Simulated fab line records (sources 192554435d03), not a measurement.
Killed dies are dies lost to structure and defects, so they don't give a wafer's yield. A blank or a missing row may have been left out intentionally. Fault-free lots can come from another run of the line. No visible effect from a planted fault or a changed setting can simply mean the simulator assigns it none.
Which tool was responsible? + flow n5-finfet + Sampling: 24 lots, 72 wafers, 4 of 1938 route steps

== WHAT THE GAUGES SHOWED, per wafer ==
N5_BEOL_M9_RS_MEAS_57: uses a four-point probe to measure. Usual: M9_RS gives 0.150 ohm/sq (standard deviation 0.0041).
| lot  | measured     | on            | M9_RS (ohm/sq)    | flag |
|------|--------------|---------------|-------------------|------|
| L074 | day 9 16:14  | film-metro-02 | 0.146 0.144 0.153 |      |
| L076 | day 9 18:43  | film-metro-02 | 0.150 0.149 0.149 |      |
| L075 | day 10 00:54 | film-metro-01 | 0.151 0.149 0.143 |      |
| L078 | day 10 21:56 | film-metro-01 | 0.155 0.146 0.151 |      |
| L077 | day 11 05:59 | film-metro-01 | 0.155 0.155 0.155 |      |
| L079 | day 11 07:38 | film-metro-01 | 0.147 0.150 0.150 |      |
| L080 | day 11 20:55 | film-metro-01 | 0.155 0.151 0.155 |      |
| L083 | day 12 00:25 | film-metro-01 | 0.157 0.156 0.155 |      |
| L081 | day 12 00:41 | film-metro-01 | 0.152 0.145 0.148 |      |
| L082 | day 12 05:12 | film-metro-01 | 0.155 0.152 0.156 |      |
| L085 | day 12 13:23 | film-metro-01 | 0.156 0.146 0.146 |      |
| L084 | day 12 18:11 | film-metro-01 | 0.150 0.151 0.153 |      |
| L086 | day 13 05:14 | film-metro-02 | 0.148 0.151 0.148 |      |
| L088 | day 13 07:14 | film-metro-02 | 0.159 0.143 0.148 |      |
| L087 | day 13 16:04 | film-metro-01 | 0.149 0.157 0.153 |      |
| L090 | day 13 19:47 | film-metro-01 | 0.146 0.146 0.153 |      |
| L092 | day 13 23:25 | film-metro-01 | 0.153 0.142 0.144 |      |
| L089 | day 13 23:44 | film-metro-02 | 0.145 0.151 0.145 |      |
| L091 | day 14 02:19 | film-metro-01 | 0.153 0.148 0.150 |      |
| L095 | day 14 21:05 | film-metro-02 | 0.154 0.144 0.153 |      |
| L094 | day 15 00:52 | film-metro-02 | 0.154 0.149 0.153 |      |
| L093 | day 15 00:53 | film-metro-01 | 0.156 0.153 0.157 |      |
| L097 | day 15 12:57 | film-metro-02 | 0.153 0.148 0.150 |      |
| L096 | day 15 17:28 | film-metro-02 | 0.153 0.152 0.150 |      |

N5_BEOL_M10_CD_MEAS_11 targets a cd of 64.1 nm. Usual: cd-nm 63.9 nm, standard deviation 0.83.
| lot  | measured     | on        | cd-nm (nm)     | flag |
|------|--------------|-----------|----------------|------|
| L074 | day 9 18:43  | cd-sem-01 | 64.5 62.3 63.6 |      |
| L076 | day 9 22:29  | cd-sem-03 | 64.4 64.9 64.5 |      |
| L075 | day 10 03:20 | cd-sem-03 | 64.1 64.9 64.1 |      |
| L078 | day 11 01:58 | cd-sem-03 | 64.1 62.5 63.9 |      |
| L077 | day 11 08:39 | cd-sem-02 | 63.9 64.2 64.2 |      |
| L079 | day 11 09:22 | cd-sem-03 | 65.3 65.6 65.6 |      |
| L080 | day 11 23:21 | cd-sem-02 | 63.9 64.7 63.7 |      |
| L083 | day 12 02:25 | cd-sem-03 | 63.2 62.4 63.2 |      |
| L081 | day 12 02:27 | cd-sem-02 | 63.6 63.3 64.7 |      |
| L082 | day 12 06:47 | cd-sem-01 | 65.3 65.0 63.9 |      |
| L085 | day 12 14:46 | cd-sem-01 | 63.4 62.9 63.1 |      |
| L084 | day 12 21:45 | cd-sem-01 | 63.6 64.6 63.7 |      |
| L086 | day 13 06:41 | cd-sem-01 | 62.7 62.4 63.6 |      |
| L088 | day 13 10:53 | cd-sem-02 | 64.0 63.5 63.7 |      |
| L087 | day 13 18:09 | cd-sem-03 | 62.6 63.1 63.9 |      |
| L090 | day 13 21:32 | cd-sem-02 | 64.9 64.0 64.3 |      |
| L092 | day 14 01:31 | cd-sem-02 | 64.4 64.2 63.2 |      |
| L089 | day 14 01:40 | cd-sem-01 | 63.1 62.3 63.7 |      |
| L091 | day 14 07:38 | cd-sem-01 | 63.1 64.1 62.2 |      |
| L095 | day 14 23:12 | cd-sem-03 | 65.0 63.9 63.3 |      |
| L094 | day 15 02:31 | cd-sem-03 | 63.8 64.1 63.2 |      |
| L093 | day 15 02:34 | cd-sem-02 | 64.6 65.1 64.8 |      |
| L097 | day 15 14:46 | cd-sem-02 | 62.7 62.7 63.1 |      |
| L096 | day 15 19:20 | cd-sem-01 | 64.2 65.6 64.0 |      |

N5_BEOL_M10_CD_MEAS_18: pitch 140 nm, target cd 70 nm. Usual: cd-nm 69.9 nm, standard deviation 0.9.
| lot  | measured     | on        | cd-nm (nm)     | flag |
|------|--------------|-----------|----------------|------|
| L074 | day 9 19:25  | cd-sem-03 | 70.8 68.6 70.3 |      |
| L076 | day 9 23:49  | cd-sem-02 | 70.1 69.9 70.1 |      |
| L075 | day 10 03:53 | cd-sem-03 | 69.8 71.0 69.5 |      |
| L078 | day 11 02:30 | cd-sem-02 | 70.1 69.0 70.1 |      |
| L077 | day 11 09:19 | cd-sem-02 | 69.8 70.2 70.2 |      |
| L079 | day 11 09:55 | cd-sem-03 | 71.5 71.6 72.2 |      |
| L080 | day 11 23:55 | cd-sem-02 | 69.8 70.0 69.8 |      |
| L083 | day 12 03:32 | cd-sem-01 | 69.5 68.3 70.0 |      |
| L081 | day 12 03:52 | cd-sem-03 | 69.5 70.0 71.2 |      |
| L082 | day 12 07:31 | cd-sem-03 | 71.0 71.6 70.2 |      |
| L085 | day 12 15:46 | cd-sem-03 | 69.2 69.6 69.2 |      |
| L084 | day 12 22:19 | cd-sem-01 | 70.2 70.7 69.5 |      |
| L086 | day 13 07:19 | cd-sem-03 | 68.5 68.4 69.6 |      |
| L088 | day 13 11:33 | cd-sem-02 | 69.5 69.4 69.6 |      |
| L087 | day 13 18:44 | cd-sem-01 | 69.1 69.3 69.3 |      |
| L090 | day 13 22:04 | cd-sem-02 | 70.4 69.6 70.5 |      |
| L092 | day 14 02:12 | cd-sem-02 | 70.9 70.4 69.1 |      |
| L089 | day 14 02:26 | cd-sem-01 | 69.1 68.1 69.3 |      |
| L091 | day 14 09:07 | cd-sem-01 | 70.3 70.0 68.6 |      |
| L095 | day 14 23:47 | cd-sem-02 | 70.5 69.5 69.2 |      |
| L094 | day 15 03:11 | cd-sem-03 | 70.0 70.5 69.7 |      |
| L093 | day 15 03:14 | cd-sem-02 | 70.4 72.0 72.2 |      |
| L097 | day 15 15:19 | cd-sem-02 | 68.7 68.6 69.7 |      |
| L096 | day 15 19:57 | cd-sem-03 | 69.6 71.5 69.9 |      |

== WHAT TOOL EACH LOT RAN ON (gives the tool, then ch and the chambers of the sampled wafers, and finally the start) ==
| lot  | N5_BEOL_M10_HM_OPEN_17            |
|------|-----------------------------------|
| L074 | rie-metal-01 ch 0,1, day 9 19:04  |
| L076 | rie-metal-02 ch 0,1, day 9 23:26  |
| L075 | rie-metal-01 ch 0,1, day 10 03:42 |
| L078 | rie-metal-02 ch 0,1, day 11 02:19 |
| L077 | rie-metal-03 ch 0,1, day 11 09:10 |
| L079 | rie-metal-01 ch 0,1, day 11 09:44 |
| L080 | rie-metal-03 ch 0,1, day 11 23:44 |
| L083 | rie-metal-01 ch 0, day 12 03:14   |
| L081 | rie-metal-01 ch 0, day 12 03:29   |
| L082 | rie-metal-02 ch 0,1, day 12 07:19 |
| L085 | rie-metal-01 ch 0,1, day 12 15:35 |
| L084 | rie-metal-01 ch 0,1, day 12 22:10 |
| L086 | rie-metal-02 ch 0,1, day 13 07:03 |
| L088 | rie-metal-03 ch 0,1, day 13 11:21 |
| L087 | rie-metal-01 ch 1, day 13 18:34   |
| L090 | rie-metal-02 ch 0,1, day 13 21:55 |
| L092 | rie-metal-01 ch 0,1, day 14 01:54 |
| L089 | rie-metal-03 ch 1, day 14 02:08   |
| L091 | rie-metal-02 ch 0,1, day 14 08:53 |
| L095 | rie-metal-03 ch 0,1, day 14 23:36 |
| L094 | rie-metal-02 ch 0, day 15 02:53   |
| L093 | rie-metal-01 ch 0,1, day 15 02:58 |
| L097 | rie-metal-01 ch 0,1, day 15 15:08 |
| L096 | rie-metal-02 ch 0,1, day 15 19:44 |
- N5_BEOL_M10_HM_OPEN_17: chemistry Cl2/BCl3, target TiN, target depth 20 nm, overetch 6 nm.

== WHAT THE TOOLS THEMSELVES READ (means of the sampled wafers that have a number; where no wafer has one, the mark that the record gives instead) ==
N5_BEOL_M10_HM_OPEN_17. Usual: drypump-motor-current-A 5.7 A, standard deviation 0.36; oes-product-au 0.71 a.u., standard deviation 0.035; throttle-valve-pct 22.24 %, standard deviation 0.16.
| lot  | tool         | drypump-motor-current-A (A) | oes-product-au (a.u.) | throttle-valve-pct (%) | flag |
|------|--------------|-----------------------------|-----------------------|------------------------|------|
| L074 | rie-metal-01 | 6.0                         | 0.73                  | 22.19                  |      |
| L076 | rie-metal-02 | 5.5                         | 0.72                  | 22.19                  |      |
| L075 | rie-metal-01 | 5.8                         | 0.74                  | 22.30                  |      |
| L078 | rie-metal-02 | 5.5                         | 0.70                  | 22.20                  |      |
| L077 | rie-metal-03 | 5.3                         | 0.77                  | 22.28                  |      |
| L079 | rie-metal-01 | 5.8                         | 0.72                  | 22.32                  |      |
| L080 | rie-metal-03 | 5.3                         | 0.76                  | 22.28                  |      |
| L083 | rie-metal-01 | 6.2                         | 0.71                  | 22.07                  |      |
| L081 | rie-metal-01 | 6.2                         | 0.72                  | 22.06                  |      |
| L082 | rie-metal-02 | 5.5                         | 0.70                  | 22.19                  |      |
| L085 | rie-metal-01 | 6.0                         | 0.71                  | 22.21                  |      |
| L084 | rie-metal-01 | 6.1                         | 0.73                  | 22.18                  |      |
| L086 | rie-metal-02 | 5.5                         | 0.66                  | 22.18                  |      |
| L088 | rie-metal-03 | 5.4                         | 0.72                  | 22.41                  |      |
| L087 | rie-metal-01 | 5.6                         | 0.74                  | 22.42                  |      |
| L090 | rie-metal-02 | 5.5                         | 0.64                  | 22.20                  |      |
| L092 | rie-metal-01 | 5.8                         | 0.70                  | 22.34                  |      |
| L089 | rie-metal-03 | 5.6                         | 0.72                  | 22.53                  |      |
| L091 | rie-metal-02 | 5.5                         | 0.68                  | 22.20                  |      |
| L095 | rie-metal-03 | 5.3                         | 0.73                  | 22.29                  |      |
| L094 | rie-metal-02 | 5.4                         | 0.71                  | 22.23                  |      |
| L093 | rie-metal-01 | 5.7                         | 0.70                  | 22.34                  |      |
| L097 | rie-metal-01 | 6.0                         | 0.69                  | 22.22                  |      |
| L096 | rie-metal-02 | 5.5                         | 0.64                  | 22.19                  |      |

== THE ANSWER, worked out from the rows above alone ==
Rule: a lot is off if the mean of its wafers that have a number lies more than 3 standard deviations from the usual mean. Also off: a lot with no number at a reading for which 4 or more lots have one. The other lots that the step has rows for count as sound. Order of review: gauges by route order, followed by the tools' own readings, for which a lot's mean as printed above is used. At the first step where some lot is off, the reading lying furthest off is the one used; lots without a number count as furthest.
Across all readings shown, no lot is off: no conclusion can be drawn from this.

== WHAT HAD BEEN PUT IN BY THE SIMULATOR ==
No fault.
